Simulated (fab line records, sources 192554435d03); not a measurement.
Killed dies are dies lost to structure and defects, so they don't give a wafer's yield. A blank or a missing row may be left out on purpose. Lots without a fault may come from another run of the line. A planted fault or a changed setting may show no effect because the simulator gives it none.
Chamber matching | flow n5_finfet | N5_BEOL_M11_ETCH_62 on rie_diel-04: 4 sister chambers
The step etches SOC in N2/H2, target depth 110 nm, overetch 22 nm, time 165 s. 4 wafers are shown with their chamber, then 12 later ones without.

WAFERS WITH THEIR CHAMBER
wafer  | chamber | drypump_motor_current_A (A)
L087.4 | 2       | 4.8
L088.1 | 3       | 6.4
L088.3 | 0       | 5.3
L088.5 | 1       | 5.6

WAFERS WITHOUT THEIR CHAMBER
wafer  | drypump_motor_current_A (A)
L091.2 | 5.7
L091.3 | 5.3
L091.4 | 6.4
L089.2 | 6.4
L089.3 | 4.8
L089.6 | 5.6
L096.1 | 4.7
L096.3 | 6.4
L096.5 | 6.5
L094.2 | 6.4
L094.3 | 5.3
L094.5 | 6.4

WHICH CHAMBER EACH WENT THROUGH
wafer  | from the rows above | in truth
L091.2 | 1                   | 1
L091.3 | 0                   | 0
L091.4 | 3                   | 3
L089.2 | 3                   | 3
L089.3 | 2                   | 2
L089.6 | 1                   | 1
L096.1 | 2                   | 2
L096.3 | 3                   | 3
L096.5 | 3                   | 3
L094.2 | 3                   | 3
L094.3 | 0                   | 0
L094.5 | 3                   | 3
Placed correctly: 12 of 12. Can't be placed from these rows: 0. Placed wrongly: 0.
How it was worked out, from the rows above alone: a wafer's distance from a chamber is the root of the sum, over the readings, of the square of ((its reading less the chamber's mean) divided by the reading's scatter). The wafer belongs to the nearest chamber; if the next one is less than 2 further off, it can't be placed. A chamber's mean is the mean of its shown wafers. The scatter: with one shown wafer a chamber, the root of the mean of the squares of how far each hidden wafer lies from its nearest shown one.
